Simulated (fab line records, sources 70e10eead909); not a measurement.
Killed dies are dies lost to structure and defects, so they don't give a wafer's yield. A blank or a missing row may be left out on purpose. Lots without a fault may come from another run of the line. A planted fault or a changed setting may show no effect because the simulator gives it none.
fab line records | flow nand_harc
record lots=13 wafers=39 last_day=31
route steps=1302 shown THIN_TSV@1250 END@1302
lots that met no fault: from a run of the same line without faults
start_h: hours from the record's first day to the start of the lot's first wafer shown | wait_h: hours since the lot's step before | " the same as in the row above | L1.1+2: a row that stands for several wafers | - no value, or no start given | * or withheld: withheld | < > ~ a bound
route shown NAME@n: a module of which the file shows steps, and the number in the route of the first | usual: mean/standard deviation of fault-free wafers | same: alike in all rows | chamber/n: place in a boat | sites: the reading at each site | _std_site: their standard deviation | _edge_site: outer sites' mean less inner sites' | radius_mm: how far each site lies from the wafer's centre | mask NAME#n: copy n | behind: the tool/chamber that last shaped the wafer | hold: why the lot was held/for how many hours/how that ended | device: the transistor (n, p or np) that didn't switch | end of line: the same wafers' tests at the end of the route | a step without rows: its recipe alone | killed: dies lost to structure and defects at the first sort, not the wafer's yield | map: a wafer's dies, x killed, . not, _ none there
set.NAME: the setting as run; set.NAME@STEP: as run at that earlier step | model.NAME: the simulator's own value behind a step, which no gauge read
steps of the route over a sample of lots; a table a step, a row a wafer
services: from which hour (start_h, from the record's first day; less than 0 if before it) a tool's chamber was out of use, for how many hours, and why
## steps
# step NHARC_THIN_TSV_DEP_43
# recipe target_thk_a=13285 temp_c=withheld pressure_torr=6.5 rf_w=900 teos_flow_sccm=161.4 flow_sccm=2650 target_thk_nm=1328.5 gas=O2 material=SiO2
# usual chamber_pressure_Torr=6.502/0.013 throttle_valve_pct=15.8/0.44
# columns lot.wafer tool chamber start_h wait_h chamber_pressure_Torr throttle_valve_pct
L739.3 pecvd-03 1 543.69 - 6.495 15.3
L739.6 " 0 " " 6.512 16.5
L739.4 " 2 " " 6.497 15.5
L740.1 pecvd-03 2 544.84 - 6.494 15.9
L740.2 " 0 " " 6.511 16.3
L740.4 " 0 " " 6.507 16.2
L741.2 pecvd-03 1 560.95 - 6.510 14.6
L741.4 " 0 " " 6.519 16.0
L741.5 " 1 " " 6.496 14.9
L742.1 pecvd-04 0 572.45 - 6.506 15.6
L742.5 " 2 " " 6.517 15.9
L742.6 " 1 " " 6.518 15.9
L745.3 pecvd-02 1 587.00 - 6.520 16.2
L745.6 " 2 " " 6.504 16.7
L745.5 " 1 " " 6.512 16.2
L744.2 pecvd-03 0 588.04 - 6.512 15.7
L744.4 " 2 " " 6.489 15.5
L744.6 " 0 " " 6.501 15.8
L747.2 pecvd-02 2 633.83 - 6.514 16.3
L747.5 " 2 " " 6.478 16.3
L747.4 " 0 " " 6.493 16.2
L750.3 pecvd-02 1 642.70 - 6.507 15.6
L750.6 " 1 " " 6.498 15.7
L750.4 " 0 " " 6.509 16.0
L749.2 pecvd-02 0 643.91 - 6.512 16.4
L749.1 " 1 " " 6.520 15.8
L749.4 " 2 " " 6.489 16.5
L751.1 pecvd-04 2 662.85 - 6.510 15.6
L751.2 " 0 " " 6.509 15.6
L751.6 " 0 " " 6.511 15.4
L752.3 pecvd-04 2 664.02 - 6.485 15.6
L752.2 " 0 " " 6.487 15.7
L752.6 " 0 " " 6.487 15.4
L755.1 pecvd-04 0 716.82 - 6.513 15.5
L755.6 " 0 " " 6.514 15.5
L755.5 " 1 " " 6.483 15.8
L757.3 pecvd-02 2 736.18 - 6.504 16.4
L757.2 " 1 " " 6.492 15.7
L757.5 " 0 " " 6.496 16.7
# step NHARC_THIN_TSV_PVD_51
# recipe target_thk_a=1000 chamber_pressure_pa=5 material=Cu
# usual throttle_valve_pct=29.9/0.72
# columns lot.wafer tool chamber start_h wait_h throttle_valve_pct
L739.4 pvd_sputter-02 - - - 29.3
L739.3 " - " " 30.4
L739.6 " - " " 29.5
L740.2 pvd_sputter-02 - - - 31.3
L740.4 " - " " 30.2
L740.1 " - " " 30.3
L741.4 pvd_sputter-03 - - - 28.9
L741.2 " - " " 29.1
L741.5 " - " " 28.9
L742.1 pvd_sputter-03 - - - 29.9
L742.5 " - " " 31.0
L742.6 " - " " 28.8
L745.3 pvd_sputter-01 - - - 30.4
L745.6 " - " " 30.3
L745.5 " - " " 29.9
L744.4 pvd_sputter-01 - - - 29.6
L744.2 " - " " 30.4
L744.6 " - " " 29.6
L747.4 pvd_sputter-03 - - - 28.9
L747.2 " - " " 30.8
L747.5 " - " " 28.8
L750.4 pvd_sputter-01 - - - 29.4
L750.3 " - " " 30.1
L750.6 " - " " 30.6
L749.4 pvd_sputter-01 - - - 29.4
L749.1 " - " " 30.6
L749.2 " - " " 29.6
L751.1 pvd_sputter-01 - - - 29.8
L751.2 " - " " 29.8
L751.6 " - " " 29.7
L752.3 pvd_sputter-01 - - - 29.8
L752.2 " - " " 29.9
L752.6 " - " " 30.1
L755.1 pvd_sputter-03 - - - 28.7
L755.6 " - " " 30.2
L755.5 " - " " 28.6
L757.2 pvd_sputter-01 - - - 29.8
L757.3 " - " " 29.9
L757.5 " - " " 30.7
# step NHARC_THIN_TSV_DEGAS_53
# recipe temp_c=300 time_s=60
# usual heater_power_w=464/47
# columns lot.wafer tool chamber start_h wait_h heater_power_w
L739.3 pvd_sputter-03 - 549.21 0.1 417
L739.4 " - " " 498
L739.6 " - " " 422
L740.2 pvd_sputter-02 - 550.31 0.1 490
L740.4 " - " " 440
L740.1 " - " " 505
L741.4 pvd_sputter-02 - 566.52 0.1 485
L741.2 " - " " 507
L741.5 " - " " 502
L742.1 pvd_sputter-03 - 578.06 0.1 419
L742.6 " - " " 417
L742.5 " - " " 421
L745.3 pvd_sputter-02 - 592.53 0.1 504
L745.5 " - " " 503
L745.6 " - " " 442
L744.2 pvd_sputter-02 - 593.58 0.1 434
L744.4 " - " " 505
L744.6 " - " " 500
L747.4 pvd_sputter-01 - 639.38 0.1 450
L747.2 " - " " 403
L747.5 " - " " 420
L750.4 pvd_sputter-02 - 648.54 0.1 432
L750.3 " - " " 545
L750.6 " - " " 424
L749.1 pvd_sputter-02 - 649.64 0.1 522
L749.2 " - " " 500
L749.4 " - " " 431
L751.1 pvd_sputter-02 - 668.34 0.1 485
L751.2 " - " " 542
L751.6 " - " " 437
L752.3 pvd_sputter-01 - 669.62 0.1 409
L752.2 " - " " 503
L752.6 " - " " 410
L755.1 pvd_sputter-02 - 722.38 0.1 501
L755.5 " - " " 546
L755.6 " - " " 498
L757.3 pvd_sputter-03 - 741.68 0.1 425
L757.2 " - " " 518
L757.5 " - " " 383
# step NHARC_THIN_TSV_CD_MEAS_33
# recipe target_cd_nm=5000 landing_energy_ev=500
# usual cd_nm=5000.1/2
# same landing_energy_ev=500
# columns lot.wafer tool chamber start_h wait_h cd_nm
L739.3 cd_sem-02 0 550.38 - 4998.6
L739.4 " 0 " " 4999.2
L739.6 " 0 " " 5002.1
L740.1 cd_sem-01 0 551.45 - 5001.0
L740.2 " 0 " " 5001.0
L740.4 " 0 " " 5001.2
L741.2 cd_sem-03 0 567.66 - 5000.2
L741.4 " 0 " " 4999.3
L741.5 " 0 " " 4999.1
L742.1 cd_sem-03 0 579.04 - 4998.8
L742.5 " 0 " " 4998.2
L742.6 " 0 " " 5002.1
L745.3 cd_sem-02 0 593.65 - 4998.9
L745.5 " 0 " " 4997.9
L745.6 " 0 " " 5001.2
L744.2 cd_sem-03 0 594.71 - 4997.3
L744.4 " 0 " " 4994.8
L744.6 " 0 " " 4999.6
L747.2 cd_sem-01 0 640.50 - 5000.9
L747.4 " 0 " " 4998.3
L747.5 " 0 " " 5002.3
L750.3 cd_sem-02 0 649.56 - 5005.3
L750.4 " 0 " " 5001.5
L750.6 " 0 " " 5002.9
L749.1 cd_sem-01 0 650.77 - 4999.1
L749.2 " 0 " " 5001.2
L749.4 " 0 " " 5001.8
L751.1 cd_sem-03 0 669.36 - 4997.8
L751.2 " 0 " " 4999.9
L751.6 " 0 " " 4998.4
L752.2 cd_sem-01 0 670.62 - 4999.2
L752.3 " 0 " " 5002.4
L752.6 " 0 " " 4998.3
L755.1 cd_sem-03 0 723.36 - 5001.0
L755.5 " 0 " " 4997.9
L755.6 " 0 " " 4999.5
L757.2 cd_sem-01 0 742.83 - 4999.6
L757.3 " 0 " " 4999.5
L757.5 " 0 " " 5000.5
# step NHARC_END_SORT_01
# recipe temp_c=25
# usual defect_limited_yield=92.0/2.8 killed_at_array=49/18 killed_at_other=0.7/1.1 killed_at_periphery=4.0/2.6 killed_dies=54/19 killed_open=3.4/1.7 killed_short=2.5/1.7 sort_bin_2_pct=2.8/1.2 sort_bin_3_pct=0.6/0.4 sort_bin_4_pct=4.5/1.5 sort_n_pass=623/19 sort_rim_yield_pct=89/4.8 sort_yield_pct=92.0/2.8
# same gross_dies=677 sort_bin_5_pct[%]=0 sort_bin_6_pct[%]=0 sort_bin_7_pct[%]=0 sort_bin_8_pct[%]=0 sort_rim_n_gross=106.00
# columns lot.wafer tool chamber start_h wait_h defect_limited_yield[%] killed_at_array killed_at_other killed_at_periphery killed_dies killed_open killed_short sort_bin_2_pct[%] sort_bin_3_pct[%] sort_bin_4_pct[%] sort_n_pass sort_rim_yield_pct[%] sort_yield_pct[%]
L740.1 prober-02 0 559.38 2.5 94.5 30 1 6 37 2 5 1.9 0.4 3.1 640 89 94.5
L740.2 prober-02 0 560.18 2.8 92.2 49 0 4 53 4 4 2.7 0.6 4.6 624 91 92.2
L740.4 prober-02 0 561.79 3.4 91.7 46 1 9 56 4 2 3.1 0.4 4.7 621 93 91.7
L739.3 prober-01 0 560.96 3.1 92.8 45 1 3 49 3 1 2.5 0.6 4.1 628 86 92.8
L739.4 prober-01 0 561.77 3.4 90.8 59 2 1 62 2 4 3.4 0.4 5.3 615 92 90.8
L739.6 prober-01 0 563.37 4.0 93.2 41 0 5 46 5 0 2.7 0.1 4.0 631 86 93.2
L741.2 prober-01 0 577.58 2.8 92.6 50 0 0 50 1 1 2.8 0.1 4.4 627 92 92.6
L741.4 prober-01 0 579.18 3.4 93.4 44 0 1 45 5 3 2.2 0.4 4.0 632 94 93.4
L741.5 prober-01 0 579.98 3.7 92.5 49 0 2 51 2 1 1.9 0.6 5.0 626 88 92.5
L742.1 prober-01 0 590.29 2.5 92.9 46 2 0 48 3 2 3.0 0.6 3.5 629 92 92.9
L742.5 prober-01 0 593.54 3.8 92.8 46 0 3 49 8 1 1.6 0.9 4.7 628 90 92.8
L742.6 prober-01 0 594.35 4.1 93.6 39 1 3 43 3 6 1.8 0.6 4.0 634 91 93.6
L744.2 prober-01 0 603.47 2.8 95.4 29 0 2 31 2 0 1.8 0.1 2.7 646 92 95.4
L744.4 prober-01 0 605.06 3.4 91.9 52 1 2 55 1 2 2.1 0.7 5.3 622 96 91.9
L744.6 prober-01 0 606.65 4.0 96.5 22 2 0 24 0 0 0.9 0.3 2.4 653 92 96.5
L745.3 prober-02 0 604.25 3.1 92.3 52 0 0 52 8 4 2.4 0.7 4.6 625 83 92.3
L745.5 prober-02 0 605.84 3.7 91.0 58 0 3 61 6 1 3.4 1.0 4.6 616 86 91.0
L745.6 prober-02 0 606.63 4.0 90.1 63 0 4 67 2 1 4.9 1.0 4.0 610 85 90.1
L747.2 prober-02 0 650.39 2.8 91.1 53 2 5 60 5 3 3.0 0.4 5.5 617 84 91.1
L747.4 prober-02 0 651.96 3.4 92.0 48 2 4 54 3 2 3.2 0.1 4.6 623 86 92.0
L747.5 prober-02 0 652.75 3.7 88.0 74 0 7 81 6 2 3.7 0.4 7.8 596 83 88.0
L749.1 prober-02 0 658.71 2.5 95.1 32 0 1 33 1 3 1.0 0 3.8 644 98 95.1
L749.2 prober-02 0 659.48 2.8 93.9 36 3 2 41 3 2 2.4 0 3.7 636 92 93.9
L749.4 prober-02 0 661.03 3.3 95.9 24 2 2 28 6 4 1.6 0.4 2.1 649 95 95.9
L750.3 prober-01 0 660.26 3.1 89.7 64 0 6 70 2 0 4.6 0.6 5.2 607 87 89.7
L750.4 prober-01 0 661.06 3.4 86.1 90 0 4 94 4 2 5.2 1.0 7.7 583 80 86.1
L750.6 prober-01 0 662.66 4.0 89.2 66 1 6 73 4 1 4.4 1.2 5.2 604 86 89.2
L751.1 prober-02 0 679.06 2.5 93.6 39 0 4 43 4 6 3.4 0.4 2.5 634 92 93.6
L751.2 prober-02 0 679.87 2.8 95.7 25 0 4 29 4 1 1.2 0.3 2.8 648 93 95.7
L751.6 prober-02 0 683.13 4.1 94.4 31 0 7 38 3 5 1.8 0.4 3.4 639 94 94.4
L752.2 prober-01 0 679.80 2.8 88.5 68 4 6 78 1 3 3.7 1.3 6.5 599 80 88.5
L752.3 prober-01 0 680.60 3.1 86.4 80 0 12 92 5 2 4.6 1.3 7.7 585 86 86.4
L752.6 prober-01 0 683.02 4.0 88.8 69 0 7 76 7 0 4.0 0.4 6.8 601 77 88.8
L755.1 prober-02 0 735.06 2.5 95.9 24 2 2 28 5 2 0.7 0.1 3.2 649 94 95.9
L755.5 prober-02 0 738.32 3.8 96.8 19 0 3 22 3 1 0.9 0 2.4 655 92 96.8
L755.6 prober-02 0 739.14 4.1 95.0 29 0 5 34 4 2 1.3 0.3 3.4 643 97 95.0
L757.2 prober-01 0 752.71 2.8 90.4 63 0 2 65 2 1 3.2 1.2 5.2 612 84 90.4
L757.3 prober-01 0 753.53 3.1 87.7 76 0 7 83 2 1 3.5 1.3 7.4 594 86 87.7
L757.5 prober-01 0 755.16 3.8 0 78 595 4 677 4 0 93.6 0.7 5.6 0 0 0
# killed by level:class
L740.1 A_CHANNEL_HOLE_D2:chamber_film_flake=16 A_CHANNEL_HOLE_D1:chamber_film_flake=4 P_BONDPAD:chamber_film_flake=3 A_CONTACT:chamber_film_flake=3 P_GATE:geometric_particle:open=2 A_WL_FILL:geometric_particle:short=2 A_STAIRCASE:chamber_film_flake=2 A_ONON_D2:geometric_particle:short=1
L740.2 A_CHANNEL_HOLE_D2:chamber_film_flake=28 P_BONDPAD:chamber_film_flake=4 A_STAIRCASE:chamber_film_flake=4 A_CONTACT:chamber_film_flake=4 A_WL_FILL:chamber_film_flake=3 A_WL_FILL:geometric_particle:short=2 A_CHANNEL_HOLE_D1:chamber_film_flake=2 A_CHANNEL_FILL_D1:geometric_particle:open=1
L739.3 A_SLIT:chamber_film_flake=16 A_CHANNEL_HOLE_D1:chamber_film_flake=15 A_CONTACT:chamber_film_flake=5 A_CHANNEL_HOLE_D2:chamber_film_flake=4 P_GATE:chamber_film_flake=2 A_STAIRCASE:chamber_film_flake=2 P_M0:geometric_particle:open=1 A_DECK1_JOINT:geometric_particle:short=1
L739.4 A_CHANNEL_HOLE_D1:chamber_film_flake=26 A_SLIT:chamber_film_flake=20 A_CONTACT:chamber_film_flake=4 A_CHANNEL_HOLE_D2:chamber_film_flake=2 P_GATE:geometric_particle:short=1 A_CHANNEL_FILL_D2:geometric_particle:short=1 A_ONON_D1:geometric_particle:short=1 A_WL_FILL:geometric_particle:short=1
L740.4 A_CHANNEL_HOLE_D2:chamber_film_flake=36 P_BONDPAD:chamber_film_flake=9 A_WL_FILL:chamber_film_flake=2 A_CHANNEL_FILL_D1:geometric_particle:short=1 A_ONON_D2:geometric_particle:open=1 A_CHANNEL_FILL_D2:geometric_particle:short=1 A_SLIT:geometric_particle:open=1 A_WL_FILL:geometric_particle:open=1
L739.6 A_SLIT:chamber_film_flake=18 A_CHANNEL_HOLE_D1:chamber_film_flake=12 A_CHANNEL_HOLE_D2:chamber_film_flake=4 A_ONON_D1:geometric_particle:open=3 P_GATE:chamber_film_flake=3 P_GATE:geometric_particle:open=1 A_WL_FILL:geometric_particle:open=1 P_ZERO_WELL:chamber_film_flake=1
L741.2 A_SLIT:chamber_film_flake=18 A_CHANNEL_HOLE_D2:chamber_film_flake=9 A_STAIRCASE:chamber_film_flake=9 A_CONTACT:chamber_film_flake=4 A_DECK1_JOINT:chamber_film_flake=2 A_CHANNEL_FILL_D2:chamber_film_flake=2 A_SGD_CUT:chamber_film_flake=2 A_CHANNEL_FILL_D1:geometric_particle:short=1
L741.4 A_SLIT:chamber_film_flake=13 A_CHANNEL_HOLE_D2:chamber_film_flake=10 A_CONTACT:chamber_film_flake=6 A_STAIRCASE:chamber_film_flake=5 A_ONON_D1:geometric_particle:open=2 A_M1:geometric_particle:short=2 P_M0:geometric_particle:open=1 A_ONON_D2:geometric_particle:short=1
L741.5 A_SLIT:chamber_film_flake=20 A_CHANNEL_HOLE_D2:chamber_film_flake=9 A_CONTACT:chamber_film_flake=6 A_STAIRCASE:chamber_film_flake=5 A_DECK1_JOINT:chamber_film_flake=3 A_WL_FILL:chamber_film_flake=2 P_M0:geometric_particle:open=1 A_ONON_D2:geometric_particle:short=1
L742.1 A_SLIT:chamber_film_flake=23 A_CHANNEL_HOLE_D2:chamber_film_flake=6 A_STAIRCASE:chamber_film_flake=6 A_CONTACT:chamber_film_flake=5 THIN_TSV:chamber_film_flake=2 A_SOURCE_PLATE:geometric_particle:short=1 A_CHANNEL_FILL_D1:geometric_particle:open=1 A_SGD_CUT:geometric_particle:short=1
L742.5 A_SLIT:chamber_film_flake=28 A_STAIRCASE:chamber_film_flake=5 A_WL_FILL:geometric_particle:open=2 A_BLC:geometric_particle:open=2 A_DECK1_JOINT:chamber_film_flake=2 P_GATE:geometric_particle:open=1 P_CONTACT:geometric_particle:open=1 P_M1:geometric_particle:open=1
L742.6 A_SLIT:chamber_film_flake=18 A_CHANNEL_HOLE_D2:chamber_film_flake=6 A_DECK1_JOINT:geometric_particle:short=2 A_CHANNEL_HOLE_D1:chamber_film_flake=2 A_CHANNEL_FILL_D2:chamber_film_flake=2 A_CONTACT:chamber_film_flake=2 P_GATE:geometric_particle:short=1 P_GATE:geometric_particle:open=1
L744.2 A_CHANNEL_HOLE_D2:chamber_film_flake=13 A_SGD_CUT:chamber_film_flake=5 A_CONTACT:chamber_film_flake=5 A_CHANNEL_HOLE_D1:chamber_film_flake=2 A_DECK1_JOINT:chamber_film_flake=2 P_M0:geometric_particle:open=1 A_M0:geometric_particle:open=1 P_M1:chamber_film_flake=1
L745.3 A_SLIT:chamber_film_flake=19 A_CHANNEL_HOLE_D1:chamber_film_flake=12 A_CHANNEL_HOLE_D2:chamber_film_flake=4 A_DECK1_JOINT:geometric_particle:open=2 A_ONON_D2:geometric_particle:short=2 A_WL_FILL:geometric_particle:open=2 A_CHANNEL_FILL_D1:chamber_film_flake=2 A_CONTACT:chamber_film_flake=2
L744.4 A_CHANNEL_HOLE_D2:chamber_film_flake=33 A_SGD_CUT:chamber_film_flake=5 A_CHANNEL_HOLE_D1:chamber_film_flake=4 A_CONTACT:chamber_film_flake=4 A_CHANNEL_FILL_D1:chamber_film_flake=2 P_CONTACT:geometric_particle:short=1 A_CHANNEL_FILL_D1:geometric_particle:short=1 A_M0:geometric_particle:open=1
L745.5 A_SLIT:chamber_film_flake=25 A_CHANNEL_HOLE_D1:chamber_film_flake=9 A_CHANNEL_HOLE_D2:chamber_film_flake=7 A_DECK1_JOINT:chamber_film_flake=4 A_CONTACT:chamber_film_flake=4 A_STAIRCASE:chamber_film_flake=3 P_CONTACT:geometric_particle:open=1 P_M1:geometric_particle:open=1
L745.6 A_CHANNEL_HOLE_D1:chamber_film_flake=29 A_SLIT:chamber_film_flake=19 A_CHANNEL_HOLE_D2:chamber_film_flake=8 A_CHANNEL_FILL_D1:chamber_film_flake=2 A_DECK1_JOINT:chamber_film_flake=2 A_CONTACT:chamber_film_flake=2 P_M2:geometric_particle:open=1 P_M2:geometric_particle:short=1
L744.6 A_CHANNEL_HOLE_D2:chamber_film_flake=15 A_CHANNEL_HOLE_D1:chamber_film_flake=3 A_CONTACT:chamber_film_flake=2 THIN_TSV:chamber_film_flake=2 A_CHANNEL_FILL_D1:chamber_film_flake=1 A_SLIT:chamber_film_flake=1
L747.2 A_SLIT:chamber_film_flake=19 A_CHANNEL_HOLE_D2:chamber_film_flake=13 A_STAIRCASE:chamber_film_flake=6 A_CHANNEL_HOLE_D1:chamber_film_flake=3 A_CHANNEL_FILL_D2:geometric_particle:open=2 P_ZERO_WELL:chamber_film_flake=2 A_M0:chamber_film_flake=2 A_WL_FILL:chamber_film_flake=2
L747.4 A_SLIT:chamber_film_flake=22 A_CHANNEL_HOLE_D2:chamber_film_flake=13 A_CHANNEL_HOLE_D1:chamber_film_flake=2 A_STAIRCASE:chamber_film_flake=2 A_WL_FILL:chamber_film_flake=2 A_M0:chamber_film_flake=2 THIN_TSV:chamber_film_flake=2 P_CONTACT:geometric_particle:open=1
L747.5 A_CHANNEL_HOLE_D2:chamber_film_flake=33 A_SLIT:chamber_film_flake=22 A_CHANNEL_HOLE_D1:chamber_film_flake=4 P_GATE:chamber_film_flake=3 A_STAIRCASE:chamber_film_flake=3 A_DECK1_JOINT:geometric_particle:open=2 A_CHANNEL_FILL_D2:geometric_particle:open=2 A_CHANNEL_FILL_D2:chamber_film_flake=2
L749.1 A_CHANNEL_HOLE_D1:chamber_film_flake=14 A_CONTACT:chamber_film_flake=4 A_ZERO_WELL:chamber_film_flake=3 A_CHANNEL_HOLE_D2:unspecified=2 A_SGD_CUT:chamber_film_flake=2 A_M0:chamber_film_flake=2 A_CHANNEL_FILL_D1:geometric_particle:short=1 A_ONON_D2:geometric_particle:open=1
L749.2 A_CHANNEL_HOLE_D1:chamber_film_flake=13 A_CONTACT:chamber_film_flake=6 A_ZERO_WELL:chamber_film_flake=5 A_CHANNEL_HOLE_D2:unspecified=4 A_STAIRCASE:chamber_film_flake=3 STARTING-WAFER:geometric_particle:open=2 A_M0:chamber_film_flake=2 A_CHANNEL_FILL_D2:geometric_particle:short=1
L750.3 A_SLIT:chamber_film_flake=27 A_CHANNEL_HOLE_D1:chamber_film_flake=16 A_CHANNEL_HOLE_D2:chamber_film_flake=9 P_GATE:chamber_film_flake=5 A_CONTACT:chamber_film_flake=5 A_M0:chamber_film_flake=3 P_CONTACT:geometric_particle:open=1 A_M0:geometric_particle:open=1
L749.4 A_CHANNEL_HOLE_D1:chamber_film_flake=8 A_STAIRCASE:chamber_film_flake=4 A_DECK1_JOINT:geometric_particle:short=3 A_CHANNEL_HOLE_D2:unspecified=2 A_CONTACT:chamber_film_flake=2 P_M0:geometric_particle:open=1 P_M1:geometric_particle:open=1 A_DECK1_JOINT:geometric_particle:open=1
L750.4 A_CHANNEL_HOLE_D1:chamber_film_flake=37 A_SLIT:chamber_film_flake=21 A_CHANNEL_HOLE_D2:chamber_film_flake=8 A_ZERO_WELL:chamber_film_flake=4 A_M0:chamber_film_flake=4 A_CONTACT:chamber_film_flake=4 A_STAIRCASE:chamber_film_flake=3 A_CHANNEL_FILL_D2:chamber_film_flake=2
L750.6 A_SLIT:chamber_film_flake=26 A_CHANNEL_HOLE_D1:chamber_film_flake=15 A_CHANNEL_HOLE_D2:chamber_film_flake=8 A_CONTACT:chamber_film_flake=7 P_GATE:chamber_film_flake=3 A_CHANNEL_FILL_D2:chamber_film_flake=3 A_ZERO_WELL:chamber_film_flake=2 P_GATE:geometric_particle:open=1
L751.1 A_CHANNEL_HOLE_D2:chamber_film_flake=14 A_CHANNEL_HOLE_D1:chamber_film_flake=7 A_STAIRCASE:chamber_film_flake=5 A_ZERO_WELL:chamber_film_flake=3 P_CONTACT:geometric_particle:open=2 A_CHANNEL_FILL_D2:geometric_particle:short=2 P_GATE:chamber_film_flake=2 A_ONON_D1:geometric_particle:short=1
L752.2 A_SLIT:chamber_film_flake=34 A_CHANNEL_HOLE_D1:chamber_film_flake=15 A_CONTACT:chamber_film_flake=11 THIN_TSV:chamber_film_flake=4 A_STAIRCASE:chamber_film_flake=3 P_CONTACT:geometric_particle:short=2 P_CONTACT:chamber_film_flake=2 P_M2:chamber_film_flake=2
L751.2 A_CHANNEL_HOLE_D2:chamber_film_flake=13 A_M0:geometric_particle:open=3 A_CHANNEL_HOLE_D1:chamber_film_flake=3 P_GATE:chamber_film_flake=2 A_ZERO_WELL:chamber_film_flake=2 P_M0:geometric_particle:open=1 A_SGD_CUT:geometric_particle:short=1 P_STI:chamber_film_flake=1
L752.3 A_CHANNEL_HOLE_D1:chamber_film_flake=34 A_SLIT:chamber_film_flake=31 A_CONTACT:chamber_film_flake=8 P_CONTACT:chamber_film_flake=5 P_ZERO_WELL:chamber_film_flake=2 A_M0:chamber_film_flake=2 P_STI:geometric_particle:open=1 P_CONTACT:geometric_particle:open=1
L752.6 A_SLIT:chamber_film_flake=27 A_CONTACT:chamber_film_flake=21 A_CHANNEL_HOLE_D1:chamber_film_flake=13 P_M2:chamber_film_flake=3 A_ONON_D1:geometric_particle:open=2 A_CHANNEL_FILL_D1:geometric_particle:open=2 P_CONTACT:chamber_film_flake=2 P_M0:geometric_particle:open=1
L751.6 A_CHANNEL_HOLE_D2:chamber_film_flake=12 A_CHANNEL_HOLE_D1:chamber_film_flake=8 A_STAIRCASE:chamber_film_flake=2 A_CONTACT:chamber_film_flake=2 P_CONTACT:geometric_particle:short=1 P_CONTACT:geometric_particle:open=1 P_M0:geometric_particle:short=1 P_M1:geometric_particle:open=1
L755.1 A_CONTACT:chamber_film_flake=8 A_CHANNEL_HOLE_D1:chamber_film_flake=5 A_SLIT:chamber_film_flake=4 A_WL_FILL:geometric_particle:open=2 P_CONTACT:geometric_particle:open=1 A_ONON_D1:geometric_particle:open=1 A_ONON_D2:geometric_particle:open=1 A_WL_FILL:geometric_particle:short=1
L755.5 A_CHANNEL_HOLE_D1:chamber_film_flake=7 A_CONTACT:chamber_film_flake=5 A_CHANNEL_FILL_D1:geometric_particle:open=2 A_SLIT:chamber_film_flake=2 P_STI:geometric_particle:open=1 A_WL_FILL:geometric_particle:short=1 P_ZERO_WELL:chamber_film_flake=1 P_STI:chamber_film_flake=1
L755.6 A_CHANNEL_HOLE_D1:chamber_film_flake=14 A_CONTACT:chamber_film_flake=6 A_SLIT:chamber_film_flake=3 P_CONTACT:geometric_particle:open=2 A_CHANNEL_FILL_D1:geometric_particle:short=2 P_STI:geometric_particle:open=1 A_ONON_D1:geometric_particle:open=1 P_ZERO_WELL:chamber_film_flake=1
L757.2 A_CHANNEL_HOLE_D2:chamber_film_flake=22 A_SLIT:chamber_film_flake=16 A_CHANNEL_HOLE_D1:chamber_film_flake=12 A_CONTACT:chamber_film_flake=6 A_BLC:chamber_film_flake=3 P_M0:geometric_particle:open=1 A_CHANNEL_FILL_D2:geometric_particle:open=1 A_WL_FILL:geometric_particle:short=1
L757.3 A_CHANNEL_HOLE_D1:chamber_film_flake=28 A_SLIT:chamber_film_flake=19 A_CHANNEL_HOLE_D2:chamber_film_flake=17 P_ZERO_WELL:chamber_film_flake=3 P_BONDPAD:chamber_film_flake=3 A_CONTACT:chamber_film_flake=3 A_ZERO_WELL:chamber_film_flake=2 A_WL_FILL:chamber_film_flake=2
L757.5 THIN_TSV:area_dep=595 A_CHANNEL_HOLE_D1:chamber_film_flake=33 A_SLIT:chamber_film_flake=18 A_CHANNEL_HOLE_D2:chamber_film_flake=11 A_CONTACT:chamber_film_flake=7 P_ZERO_WELL:chamber_film_flake=3 A_CHANNEL_FILL_D2:chamber_film_flake=2 A_BLC:chamber_film_flake=2
## services
# columns tool chamber start_h hours kind
pecvd-02 - 531.01 1.8 repair
pvd_sputter-03 - 532.20 10.0 pm
pecvd-03 - 547.09 13.0 pm
pecvd-02 0 581.42 23.1 repair
pecvd-02 - 590.82 13.0 pm
pecvd-02 1 590.82 13.0 vent_cycle
pecvd-02 2 590.82 13.0 vent_cycle
pvd_sputter-01 - 601.29 10.0 pm
pecvd-04 - 631.00 13.0 pm
pvd_sputter-02 - 638.02 10.0 pm
pecvd-03 2 652.42 10.0 repair
pecvd-03 - 664.78 1.5 repair
pecvd-04 0 674.37 6.7 repair
pvd_sputter-02 - 677.03 4.9 repair
pvd_sputter-02 - 684.54 4.1 repair
pvd_sputter-03 - 701.98 4.9 repair
pecvd-02 1 702.54 9.7 repair
pecvd-03 - 702.80 1.1 repair
pecvd-02 2 708.82 18.9 repair
pvd_sputter-03 - 710.20 10.0 pm
pecvd-04 0 717.82 12.0 repair
pecvd-03 1 724.51 18.2 repair
pecvd-04 1 727.32 8.2 repair
pecvd-03 - 728.09 13.0 pm
## key
first_sign step=NHARC_END_SORT_01 reading=killed_at_other direction=up sigmas=99+ usual=0.7 struck=595
effect step=NHARC_END_SORT_01 reading=sort_bin_2_pct direction=up sigmas=73 usual=2.8 struck=93.6
more_kills_born_at NHARC_THIN_TSV_DEP_43@pecvd-02=595
met_at NHARC_THIN_TSV_DEP_43
struck_lots L757
struck_wafers L757.5
later_rows_left_out L757.5
not_acting_at NHARC_THIN_TSV_PVD_51,NHARC_THIN_TSV_DEGAS_53,NHARC_THIN_TSV_CD_MEAS_33
onset_between 643.91 736.18
fault kind=process_parameter_drift tool=pecvd-02 chamber=0 onset_h=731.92 steps=NHARC_THIN_TSV_DEP_43 channel=target_thk_a offset=* shape=step end_h=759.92 acts_in=* stated=*
# later_rows_left_out: the simulator's readings of these wafers behind a module that went badly wrong aren't trusted and aren't shown, but for the sort
